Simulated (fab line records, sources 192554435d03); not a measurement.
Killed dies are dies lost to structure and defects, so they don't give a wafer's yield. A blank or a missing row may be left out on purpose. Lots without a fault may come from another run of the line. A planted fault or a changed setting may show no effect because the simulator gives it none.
fab line records | flow n5_finfet
record lots=6 wafers=18 last_day=17
route steps=1938 shown SD_EPI_N@262 BEOL_M4@1111 PASSIVATION@1936
lots that met no fault: from a run of the same line without faults
start_h: hours from the record's first day to the start of the lot's first wafer shown | wait_h: hours since the lot's step before | " the same as in the row above | L1.1+2: a row that stands for several wafers | - no value, or no start given | * or withheld: withheld | < > ~ a bound
route shown NAME@n: a module of which the file shows steps, and the number in the route of the first | usual: mean/standard deviation of fault-free wafers | same: alike in all rows | chamber/n: place in a boat | sites: the reading at each site | _std_site: their standard deviation | _edge_site: outer sites' mean less inner sites' | radius_mm: how far each site lies from the wafer's centre | mask NAME#n: copy n | behind: the tool/chamber that last shaped the wafer | hold: why the lot was held/for how many hours/how that ended | device: the transistor (n, p or np) that didn't switch | end of line: the same wafers' tests at the end of the route | a step without rows: its recipe alone | killed: dies lost to structure and defects at the first sort, not the wafer's yield | map: a wafer's dies, x killed, . not, _ none there
set.NAME: the setting as run; set.NAME@STEP: as run at that earlier step | model.NAME: the simulator's own value behind a step, which no gauge read
lots at some steps of the route; a table a step, a row a wafer
services: from which hour (start_h, from the record's first day; less than 0 if before it) a tool's chamber was out of use, for how many hours, and why
## steps
# step N5_SD_EPI_N_COAT_32
# recipe resist=SOC temp_c=250 time_s=60 spin_rpm=1500 resist_thk_nm=350
# step N5_SD_EPI_N_COAT_33
# recipe resist=SiARC temp_c=220 time_s=60 spin_rpm=1500 resist_thk_nm=35
# step N5_SD_EPI_N_COAT_03
# recipe resist=CAR-ArF-block spin_rpm=1500 resist_thk_nm=150
# step N5_SD_EPI_N_EBR_05
# recipe solvent=PGMEA ebr_width_mm=1.5
# step N5_SD_EPI_N_SOFTBAKE_04
# recipe temp_c=110 time_s=60 resist=CAR-ArF-block
# step N5_SD_EPI_N_EXPOSE_06
# recipe mask_id=SD_N_BLK na=1.35 source_shape=conventional sigma_outer=0.8 polarization=unpolarized target_cd_nm=120 dose_mj=39.75
# step N5_SD_EPI_N_PEB_07
# recipe peb_temp_c=110 peb_time_s=60 resist=CAR-ArF-block
# step N5_SD_EPI_N_DEVELOP_08
# recipe develop_time_s=30 developer=TMAH resist=CAR-ArF-block dev_temp_c=23 rinse_liquid=diw dry=air_spin
# step N5_SD_EPI_N_CD_MEAS_09
# recipe target_cd_nm=120 landing_energy_ev=500 detector=se_inlens
# usual cd_nm=120.3/0.83
# columns lot.wafer tool chamber start_h wait_h cd_nm
L768.1 cd_sem-01 0 54.74 - 120.0
L768.2 " 0 " " 121.1
L768.4 " 0 " " 120.2
L773.1 cd_sem-01 0 83.55 - 119.2
L773.3 " 0 " " 120.7
L773.5 " 0 " " 119.8
L778.3 cd_sem-01 0 120.65 - 120.6
L778.4 " 0 " " 121.0
L778.5 " 0 " " 120.7
L779.1 cd_sem-02 0 124.46 - 121.5
L779.4 " 0 " " 121.8
L779.5 " 0 " " 120.6
L780.2 cd_sem-03 0 127.82 - 121.0
L780.3 " 0 " " 120.5
L780.4 " 0 " " 121.3
L790.1 cd_sem-02 0 189.03 - 121.4
L790.3 " 0 " " 121.0
L790.6 " 0 " " 120.8
# step N5_SD_EPI_N_OVL_MEAS_10
# recipe points_per_wafer=44
# usual SD_N_BLK_OVL=-0.1/0.63
# columns lot.wafer tool chamber start_h wait_h SD_N_BLK_OVL[nm]
L768.1 overlay-02 0 54.77 0.0 1.1
L768.2 " 0 " " 0.1
L768.4 " 0 " " -0.1
L773.1 overlay-02 0 83.58 0.0 -0.1
L773.3 " 0 " " -0.3
L773.5 " 0 " " -0.5
L778.3 overlay-01 0 120.68 0.0 -0.4
L778.4 " 0 " " -0.1
L778.5 " 0 " " -0.2
L779.1 overlay-02 0 124.49 0.0 -0.3
L779.4 " 0 " " 0.2
L779.5 " 0 " " -0.7
L780.2 overlay-02 0 127.85 0.0 -0.9
L780.3 " 0 " " 0.0
L780.4 " 0 " " -0.3
L790.1 overlay-02 0 189.08 0.0 -1.1
L790.3 " 0 " " -0.4
L790.6 " 0 " " -0.6
# step N5_SD_EPI_N_INSPECT_11
# recipe mode=adi inspect_instrument=macro
# usual raw_defect_count=2.0/1.5
# columns lot.wafer tool chamber start_h wait_h raw_defect_count
L768.1 defect_inspect-01 - 54.79 0.0 0
L768.2 " - " " 2
L768.4 " - " " 0
L773.1 defect_inspect-01 - 83.60 0.0 1
L773.3 " - " " 0
L773.5 " - " " 2
L778.3 defect_inspect-01 - 120.70 0.0 2
L778.4 " - " " 1
L778.5 " - " " 2
L779.1 defect_inspect-01 - 124.52 0.0 3
L779.4 " - " " 0
L779.5 " - " " 2
L780.2 defect_inspect-01 - 127.88 0.0 5
L780.3 " - " " 2
L780.4 " - " " 1
L790.1 defect_inspect-01 - 189.10 0.0 2
L790.3 " - " " 2
L790.6 " - " " 2
# step N5_SD_EPI_N_DESCUM_14
# recipe chemistry=O2 time_s=7.9 source_power_w=50 bias_power_w=20 pressure_mtorr=20 rf_frequency_hz=2.712e+07 temp_c=40 resist=CAR-ArF-block o2_flow_sccm=225
# usual drypump_motor_current_A=5.7/0.37 oes_product_au=0.75/0.062 rf_vpp_V=243.3/1.3 showerhead_plenum_p_Torr=2.11/0.062 throttle_valve_pct=20.47/0.28
# same time_s=7.9
# columns lot.wafer tool chamber start_h wait_h drypump_motor_current_A oes_product_au rf_hours_counter_h rf_vpp_V showerhead_plenum_p_Torr throttle_valve_pct
L768.1 rie_diel-05 2 54.82 0.0 5.2 0.75 172 244.7 2.17 20.68
L768.2 " 1 " " 5.6 0.77 142 245.0 2.18 20.38
L768.4 " 0 " " 5.4 0.79 140 245.0 2.17 20.66
L773.1 rie_diel-03 0 83.64 0.0 5.9 0.76 146 244.3 2.19 20.22
L773.3 " 2 " " 5.0 0.76 149 242.2 2.11 20.35
L773.5 " 0 " " 5.9 0.77 - 243.5 2.19 20.22
L778.3 rie_diel-03 3 120.74 0.0 5.7 0.84 92 241.7 2.00 19.81
L778.4 " 1 " " 5.7 0.90 37 243.6 2.12 20.14
L778.5 " 1 " " 5.7 0.89 - 244.7 2.12 20.13
L779.1 rie_diel-03 1 124.55 0.0 5.7 0.88 38 244.0 2.12 20.14
L779.4 " 2 " " 5.0 0.76 158 243.6 2.11 20.39
L779.5 " 1 " " 5.6 0.89 - 242.7 2.12 20.13
L780.2 rie_diel-01 1 127.91 0.0 5.7 0.72 184 241.8 2.09 20.13
L780.3 " 3 " " 5.6 0.71 198 242.1 2.08 20.70
L780.4 " 2 " " 5.7 0.70 - 243.6 2.06 20.87
L790.1 rie_diel-05 0 189.57 0.5 5.4 0.76 189 244.4 2.16 20.74
L790.3 " 2 " " 5.2 0.71 215 243.4 2.16 20.73
L790.6 " 1 " " 5.6 0.74 - 246.4 2.16 20.47
# step N5_SD_EPI_N_ETCH_34
# recipe chemistry=CF4 target=SiARC target_depth_a=455 mask_material=CAR-ArF-block time_s=75.8 ion_energy_ev=80 pressure_mtorr=40 source_w=545 bias_w=36 Ar_flow_sccm=100 cf4_flow_sccm=100 ends=cleared
# usual bias_w=36.00/0.11 cf4_flow_sccm=100.0/0.34 drypump_motor_current_A=5.7/0.37 etch_rf_on_time_s=76.5/2.1 mfc_ar_sccm=100.02/0.28 oes_product_au=0.64/0.051 rf_vpp_V=184.2/1.1 showerhead_plenum_p_Torr=2.16/0.06 throttle_valve_pct=15.68/0.27
# columns lot.wafer tool chamber start_h wait_h bias_w cf4_flow_sccm drypump_motor_current_A etch_rf_on_time_s mfc_ar_sccm oes_product_au rf_hours_counter_h rf_vpp_V showerhead_plenum_p_Torr throttle_valve_pct model.CAR-ArF-block_of_SD_EPI_N_COAT_03.thk_nm
L768.1 rie_diel-05 2 54.86 0.0 36.16 99.6 5.3 78.3 99.52 0.64 172 185.1 2.23 15.91 111.2
L768.2 " 1 " " 35.79 99.6 5.7 79.2 100.27 0.65 142 187.8 2.21 15.53 111.4
L768.4 " 0 " " 36.00 100.3 5.4 73.5 99.93 0.68 140 185.7 2.23 15.85 111.8
L773.1 rie_diel-03 0 83.67 0.0 35.96 99.9 5.9 78.3 99.74 0.65 146 184.4 2.24 15.47 111.6
L773.3 " 2 " " 35.99 100.0 5.0 77.8 99.97 0.64 149 182.3 2.15 15.45 111.4
L773.5 " 0 " " 35.94 99.9 5.9 78.4 100.14 0.65 - 184.3 2.24 15.47 111.4
L778.3 rie_diel-03 3 120.77 0.0 - - - - - - - - - - 143.2
L778.4 " 1 " " - - - - - - - - - - 143.2
L778.5 " 1 " " - - - - - - - - - - 142.8
L779.1 rie_diel-03 1 124.59 0.0 - - - - - - - - - - 143.4
L779.4 " 2 " " - - - - - - - - - - 143.8
L779.5 " 1 " " - - - - - - - - - - 143.6
L780.2 rie_diel-01 1 127.94 0.0 35.94 100.1 5.8 76.7 100.27 0.62 184 183.5 2.14 15.36 111.2
L780.3 " 3 " " 36.29 100.2 5.6 75.0 100.33 0.62 198 183.2 2.14 15.94 110.6
L780.4 " 2 " " 36.02 99.6 5.7 73.6 100.44 0.61 - 184.2 2.11 16.03 110.4
L790.1 rie_diel-05 0 189.60 0.0 36.03 99.6 5.4 73.2 99.72 0.65 189 184.2 2.21 15.94 110.4
L790.3 " 2 " " 36.20 100.1 5.2 79.1 99.47 0.60 215 185.0 2.21 16.00 110.6
L790.6 " 1 " " 36.01 100.2 5.6 79.4 99.41 0.63 - 185.0 2.19 15.62 111.2
# step N5_SD_EPI_N_ETCH_35
# recipe chemistry=N2/H2 target=SOC overetch_a=1080 mask_material=SiARC temp_c=40 ion_energy_ev=100 source_w=3000 bias_w=133 pressure_mtorr=20 time_s=486 n2_flow_sccm=200 h2_flow_sccm=200
# usual bias_w=133.0/0.36 chamber_pressure_mTorr=19.999/0.017 drypump_motor_current_A=5.7/0.37 oes_product_au=0.67/0.051 rf_vpp_V=240.9/1.4 showerhead_plenum_p_Torr=2.56/0.081 throttle_valve_pct=23.9/0.4
# same time_s=486
# columns lot.wafer tool chamber start_h wait_h bias_w chamber_pressure_mTorr drypump_motor_current_A oes_product_au rf_hours_counter_h rf_vpp_V showerhead_plenum_p_Torr throttle_valve_pct
L768.1 rie_diel-05 2 54.92 0.0 132.3 20.031 5.2 0.68 172 241.5 2.66 24.4
L768.2 " 1 " " 133.3 19.992 5.6 0.71 143 243.0 2.62 23.5
L768.4 " 0 " " 133.1 20.007 5.4 0.71 140 242.7 2.65 24.5
L773.1 rie_diel-03 0 83.73 0.0 133.0 20.009 5.9 0.70 146 242.2 2.65 23.5
L773.3 " 2 " " 133.8 20.007 5.0 0.69 149 239.9 2.56 23.7
L773.5 " 0 " " 133.1 19.976 5.9 0.69 - 243.2 2.65 23.5
L778.3 rie_diel-03 3 120.83 0.0 133.1 20.001 5.6 0.31 92 240.1 2.47 23.3
L778.4 " 1 " " 133.3 20.008 5.7 0.33 37 241.6 2.59 23.6
L778.5 " 1 " " 133.2 19.979 5.6 0.33 - 239.0 2.59 23.6
L779.1 rie_diel-03 1 124.64 0.0 133.2 20.011 5.7 0.32 38 242.1 2.59 23.6
L779.4 " 2 " " 132.6 20.006 5.0 0.29 158 241.5 2.55 23.6
L779.5 " 1 " " 133.1 19.989 5.7 0.32 - 241.3 2.59 23.6
L780.2 rie_diel-01 1 128.00 0.0 133.0 20.014 5.7 0.65 185 240.1 2.52 23.3
L780.3 " 3 " " 133.1 19.999 5.6 0.64 198 241.4 2.52 24.0
L780.4 " 2 " " 133.0 20.011 5.7 0.63 - 239.2 2.51 24.3
L790.1 rie_diel-05 0 189.66 0.0 132.7 20.026 5.4 0.67 189 239.6 2.63 24.5
L790.3 " 2 " " 133.1 20.020 5.2 0.64 216 240.4 2.64 24.4
L790.6 " 1 " " 132.9 19.999 5.6 0.67 - 240.9 2.60 23.5
# step N5_SD_EPI_N_STRIP_36
# recipe chemistry=N2/H2 temp_c=40 n2_flow_sccm=200 h2_flow_sccm=200 rf_frequency_hz=6e+07
# step N5_BEOL_M4_RC_MEAS_101
# usual DIBL_N=36.9/1.6 DIBL_P=37.1/2 IOFF_N=0.17/0.032 IOFF_P=0.22/0.036 ION_N=674/12 ION_P=463/7.8 SS_N=71.7/0.63 SS_P=73.5/0.62 VT_N=249/3.3 VT_P=-250/3.5
# columns lot.wafer tool chamber start_h wait_h DIBL_N[mV/V] DIBL_P[mV/V] IOFF_N[nA/um] IOFF_P[nA/um] ION_N[uA/um] ION_P[uA/um] SS_N[mV/dec] SS_P[mV/dec] VT_N[mV] VT_P[mV]
L768.1 prober-02 0 188.59 0.0 34.8 33.4 0.12 0.19 654 460 71.4 71.9 254 -247
L768.2 " 0 " " 37.4 36.5 0.15 0.22 661 462 72.0 72.4 253 -251
L768.4 " 0 " " 35.7 34.9 0.14 0.21 660 466 70.8 72.5 256 -247
L773.1 prober-01 0 209.36 0.0 37.5 38.3 0.19 0.25 687 464 72.7 73.7 247 -247
L773.3 " 0 " " 34.8 36.2 0.14 0.22 675 467 70.9 72.7 251 -247
L773.5 " 0 " " 38.2 39.9 0.22 0.29 694 478 72.5 74.2 244 -244
L780.2 prober-01 0 241.92 0.2 38.4 37.4 0.19 0.23 679 460 71.6 73.7 246 -250
L780.3 " 0 " " 36.9 36.4 0.16 0.19 668 456 71.8 73.2 251 -251
L780.4 " 0 " " 37.7 37.3 0.18 0.23 670 458 72.3 73.4 248 -253
L790.1 prober-01 0 309.93 0.0 36.5 37.0 0.16 0.23 683 469 71.9 73.0 248 -246
L790.3 " 0 " " 36.5 38.3 0.15 0.25 669 463 71.4 73.4 252 -245
L790.6 " 0 " " 36.6 37.2 0.16 0.24 675 467 71.7 73.4 249 -248
# step N5_PASSIVATION_PROBE_49
# usual defect_limited_yield=90.9/1.6 killed_at_M0_to_M3=34/11 killed_at_M4_up=14/5.7 killed_at_contacts=13/6.5 killed_at_front_end=43/11 killed_at_other=4/3.1 killed_dies=107/19 killed_on_rim=14/3.9 killed_open=71/14 killed_short=35/7.9 sort_bin_5_function=5.3/1.1 sort_bin_6_memory=3.4/0.74 sort_n_pass=1073/19 sort_yield_pct=90.9/1.6
# same gross_dies=1180 killed_at_back_side=0 sort_bin_4_leakage[%]=0 sort_bin_8_speed[%]=0
# columns lot.wafer tool chamber start_h wait_h defect_limited_yield[%] killed_at_M0_to_M3 killed_at_M4_up killed_at_contacts killed_at_front_end killed_at_other killed_dies killed_on_rim killed_open killed_short sort_bin_5_function[%] sort_bin_6_memory[%] sort_n_pass sort_yield_pct[%]
L779.1 prober-01 - 347.63 0.0 0 32 6 5 1134 3 1180 152 54 34 95.8 3.8 0 0
L779.4 prober-01 - 347.78 0.2 0 14 3 16 1146 1 1180 152 50 27 96.9 2.9 0 0
L779.5 prober-01 - 347.83 0.2 0 28 14 10 1125 3 1180 152 66 38 96.4 3.2 0 0
L778.3 prober-01 - 348.03 0.4 0 34 17 30 1097 2 1180 152 96 35 94.8 4.7 0 0
L778.4 prober-01 - 348.08 0.5 0 24 11 12 1132 1 1180 152 62 29 97.3 2.6 0 0
L778.5 prober-01 - 348.13 0.5 0 42 15 20 1101 2 1180 152 78 36 96.6 2.7 0 0
L780.2 prober-02 - 349.97 0.1 90.8 27 14 17 50 1 109 18 79 30 5.3 3.4 1071 90.8
# killed by level:class
L779.1 SD_EPI_N:area_etch=1091 DUMMY_GATE:geometric_particle:open=10 STI_FIN_REVEAL:geometric_particle:open=8 BEOL_M0_SAQP:geometric_particle:short=8 BEOL_M0_SAQP:geometric_particle:open=7 FIN_SAQP:geometric_particle:short=6 BEOL_M3:geometric_particle:open=5 FIN_SAQP:geometric_particle:open=4
L779.4 SD_EPI_N:area_etch=1103 MOL_CONTACT_COAG:geometric_particle:open=14 STI_FIN_REVEAL:geometric_particle:open=12 FIN_SAQP:geometric_particle:short=8 DUMMY_GATE:geometric_particle:open=6 ILD0:geometric_particle:open=3 ILD0:geometric_particle:short=3 BEOL_M0_SAQP:geometric_particle:short=3
L779.5 SD_EPI_N:area_etch=1076 STI_FIN_REVEAL:geometric_particle:open=10 MOL_CONTACT_COAG:geometric_particle:open=7 BEOL_M0:geometric_particle:open=7 DUMMY_GATE:geometric_particle:open=6 BEOL_M2:geometric_particle:open=6 FIN_SAQP:geometric_particle:open=5 DUMMY_GATE:geometric_particle:short=5
L778.3 SD_EPI_N:area_etch=1049 MOL_CONTACT_COAG:geometric_particle:open=25 FIN_SAQP:geometric_particle:open=12 BEOL_M2:geometric_particle:open=11 STI_FIN_REVEAL:geometric_particle:open=10 BEOL_M1:geometric_particle:open=8 STI_FIN_REVEAL:geometric_particle:short=5 MOL_CONTACT_COAG:geometric_particle:short=5
L778.4 SD_EPI_N:area_etch=1088 STI_FIN_REVEAL:geometric_particle:open=10 MOL_CONTACT_COAG:geometric_particle:open=10 DUMMY_GATE:geometric_particle:open=7 BEOL_M0_SAQP:geometric_particle:short=7 BEOL_M4:geometric_particle:open=6 FIN_SAQP:geometric_particle:open=5 ILD0:geometric_particle:open=5
L778.5 SD_EPI_N:area_etch=1066 MOL_CONTACT_COAG:geometric_particle:open=17 BEOL_M0:geometric_particle:open=10 FIN_SAQP:geometric_particle:short=9 BEOL_M2:geometric_particle:open=9 BEOL_M4:geometric_particle:open=7 BEOL_M1:geometric_particle:short=6 STI_FIN_REVEAL:geometric_particle:open=6
L780.2 STI_FIN_REVEAL:geometric_particle:open=19 MOL_CONTACT_COAG:geometric_particle:open=12 BEOL_M3:geometric_particle:open=11 BEOL_M4:geometric_particle:open=10 GATE_CUT:geometric_particle:short=8 DUMMY_GATE:geometric_particle:open=6 FIN_SAQP:geometric_particle:open=5 MOL_CONTACT_COAG:geometric_particle:short=5
# map L778.3 (x killed, . not)
_________________xxxxxxxxxxxx________________
______________xxxxxxxxxxxxxxxxxx_____________
___________xxxxxxxxxxxxxxxxxxxxxxxx__________
__________xxxxxxxxxxxxxxxxxxxxxxxxxx_________
________xxxxxxxxxxxxxxxxxxxxxxxxxxxxxx_______
_______xxxxxxxxxxxxxxxxxxxxxxxxxxxxxxxx______
______xxxxxxxxxxxxxxxxxxxxxxxxxxxxxxxxxx_____
_____xxxxxxxxxxxxxxxxxxxxxxxxxxxxxxxxxxxx____
____xxxxxxxxxxxxxxxxxxxxxxxxxxxxxxxxxxxxxx___
___xxxxxxxxxxxxxxxxxxxxxxxxxxxxxxxxxxxxxxxx__
___xxxxxxxxxxxxxxxxxxxxxxxxxxxxxxxxxxxxxxxx__
__xxxxxxxxxxxxxxxxxxxxxxxxxxxxxxxxxxxxxxxxxx_
__xxxxxxxxxxxxxxxxxxxxxxxxxxxxxxxxxxxxxxxxxx_
_xxxxxxxxxxxxxxxxxxxxxxxxxxxxxxxxxxxxxxxxxxxx
_xxxxxxxxxxxxxxxxxxxxxxxxxxxxxxxxxxxxxxxxxxxx
_xxxxxxxxxxxxxxxxxxxxxxxxxxxxxxxxxxxxxxxxxxxx
_xxxxxxxxxxxxxxxxxxxxxxxxxxxxxxxxxxxxxxxxxxxx
_xxxxxxxxxxxxxxxxxxxxxxxxxxxxxxxxxxxxxxxxxxxx
_xxxxxxxxxxxxxxxxxxxxxxxxxxxxxxxxxxxxxxxxxxxx
_xxxxxxxxxxxxxxxxxxxxxxxxxxxxxxxxxxxxxxxxxxxx
_xxxxxxxxxxxxxxxxxxxxxxxxxxxxxxxxxxxxxxxxxxxx
__xxxxxxxxxxxxxxxxxxxxxxxxxxxxxxxxxxxxxxxxxx_
__xxxxxxxxxxxxxxxxxxxxxxxxxxxxxxxxxxxxxxxxxx_
___xxxxxxxxxxxxxxxxxxxxxxxxxxxxxxxxxxxxxxxx__
___xxxxxxxxxxxxxxxxxxxxxxxxxxxxxxxxxxxxxxxx__
____xxxxxxxxxxxxxxxxxxxxxxxxxxxxxxxxxxxxxx___
_____xxxxxxxxxxxxxxxxxxxxxxxxxxxxxxxxxxxx____
______xxxxxxxxxxxxxxxxxxxxxxxxxxxxxxxxxx_____
_______xxxxxxxxxxxxxxxxxxxxxxxxxxxxxxxx______
________xxxxxxxxxxxxxxxxxxxxxxxxxxxxxx_______
__________xxxxxxxxxxxxxxxxxxxxxxxxxx_________
___________xxxxxxxxxxxxxxxxxxxxxxxx__________
______________xxxxxxxxxxxxxxxxxx_____________
_________________xxxxxxxxxxxx________________
# map L779.1 (x killed, . not)
_________________xxxxxxxxxxxx________________
______________xxxxxxxxxxxxxxxxxx_____________
___________xxxxxxxxxxxxxxxxxxxxxxxx__________
__________xxxxxxxxxxxxxxxxxxxxxxxxxx_________
________xxxxxxxxxxxxxxxxxxxxxxxxxxxxxx_______
_______xxxxxxxxxxxxxxxxxxxxxxxxxxxxxxxx______
______xxxxxxxxxxxxxxxxxxxxxxxxxxxxxxxxxx_____
_____xxxxxxxxxxxxxxxxxxxxxxxxxxxxxxxxxxxx____
____xxxxxxxxxxxxxxxxxxxxxxxxxxxxxxxxxxxxxx___
___xxxxxxxxxxxxxxxxxxxxxxxxxxxxxxxxxxxxxxxx__
___xxxxxxxxxxxxxxxxxxxxxxxxxxxxxxxxxxxxxxxx__
__xxxxxxxxxxxxxxxxxxxxxxxxxxxxxxxxxxxxxxxxxx_
__xxxxxxxxxxxxxxxxxxxxxxxxxxxxxxxxxxxxxxxxxx_
_xxxxxxxxxxxxxxxxxxxxxxxxxxxxxxxxxxxxxxxxxxxx
_xxxxxxxxxxxxxxxxxxxxxxxxxxxxxxxxxxxxxxxxxxxx
_xxxxxxxxxxxxxxxxxxxxxxxxxxxxxxxxxxxxxxxxxxxx
_xxxxxxxxxxxxxxxxxxxxxxxxxxxxxxxxxxxxxxxxxxxx
_xxxxxxxxxxxxxxxxxxxxxxxxxxxxxxxxxxxxxxxxxxxx
_xxxxxxxxxxxxxxxxxxxxxxxxxxxxxxxxxxxxxxxxxxxx
_xxxxxxxxxxxxxxxxxxxxxxxxxxxxxxxxxxxxxxxxxxxx
_xxxxxxxxxxxxxxxxxxxxxxxxxxxxxxxxxxxxxxxxxxxx
__xxxxxxxxxxxxxxxxxxxxxxxxxxxxxxxxxxxxxxxxxx_
__xxxxxxxxxxxxxxxxxxxxxxxxxxxxxxxxxxxxxxxxxx_
___xxxxxxxxxxxxxxxxxxxxxxxxxxxxxxxxxxxxxxxx__
___xxxxxxxxxxxxxxxxxxxxxxxxxxxxxxxxxxxxxxxx__
____xxxxxxxxxxxxxxxxxxxxxxxxxxxxxxxxxxxxxx___
_____xxxxxxxxxxxxxxxxxxxxxxxxxxxxxxxxxxxx____
______xxxxxxxxxxxxxxxxxxxxxxxxxxxxxxxxxx_____
_______xxxxxxxxxxxxxxxxxxxxxxxxxxxxxxxx______
________xxxxxxxxxxxxxxxxxxxxxxxxxxxxxx_______
__________xxxxxxxxxxxxxxxxxxxxxxxxxx_________
___________xxxxxxxxxxxxxxxxxxxxxxxx__________
______________xxxxxxxxxxxxxxxxxx_____________
_________________xxxxxxxxxxxx________________
## services
# columns tool chamber start_h hours kind
rie_diel-05 0 36.82 12.6 repair
rie_diel-01 - 64.71 1.3 repair
rie_diel-03 - 93.58 15.6 pm
rie_diel-01 0 120.89 - clean
rie_diel-01 0 120.89 - consumable_replace:focus_ring
rie_diel-01 0 120.89 14.7 scheduled_down
rie_diel-01 0 120.89 14.7 vent_cycle
rie_diel-03 - 128.92 2.1 repair
rie_diel-05 2 141.89 14.4 repair
rie_diel-05 0 157.23 1.9 repair
rie_diel-03 1 159.93 2.5 repair
rie_diel-05 - 161.75 14.6 pm
rie_diel-03 - 170.76 0.3 repair
rie_diel-01 2 175.18 - clean
rie_diel-01 2 175.18 - consumable_replace:focus_ring
rie_diel-01 2 175.18 38.4 scheduled_down
rie_diel-01 2 175.18 38.4 vent_cycle
rie_diel-01 - 179.88 15.6 pm
rie_diel-05 3 180.98 - clean
rie_diel-05 3 180.98 - consumable_replace:focus_ring
rie_diel-05 3 180.98 - consumable_replace:showerhead
rie_diel-05 3 180.98 20.5 scheduled_down
rie_diel-05 3 180.98 20.5 vent_cycle
## key
first_sign step=N5_SD_EPI_N_ETCH_34 reading=tool_record direction=missing
effect step=N5_SD_EPI_N_ETCH_35 reading=oes_product_au direction=down sigmas=7 usual=0.67 struck=0.32
effect step=N5_PASSIVATION_PROBE_49 reading=killed_at_front_end direction=up sigmas=97 usual=43 struck=1122
model_effect step=N5_SD_EPI_N_ETCH_34 value=CAR-ArF-block_of_SD_EPI_N_COAT_03.thk_nm without=110.7 struck=143.3
more_kills_born_at N5_SD_EPI_N_ETCH_34@rie_diel-03=6473
met_at N5_SD_EPI_N_ETCH_34
struck_wafers L778.3,L778.4,L778.5,L779.1,L779.4,L779.5
later_rows_left_out L778.3,L778.4,L778.5,L779.1,L779.4,L779.5
onset_between 83.67 120.77
fault kind=skipped_step_whole tool=rie_diel-03 chamber=- onset_h=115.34 steps=N5_SD_EPI_N_ETCH_34 scope=struck_lots_only
# later_rows_left_out: the simulator's readings of these wafers behind a module that went badly wrong aren't trusted and aren't shown, but for the sort
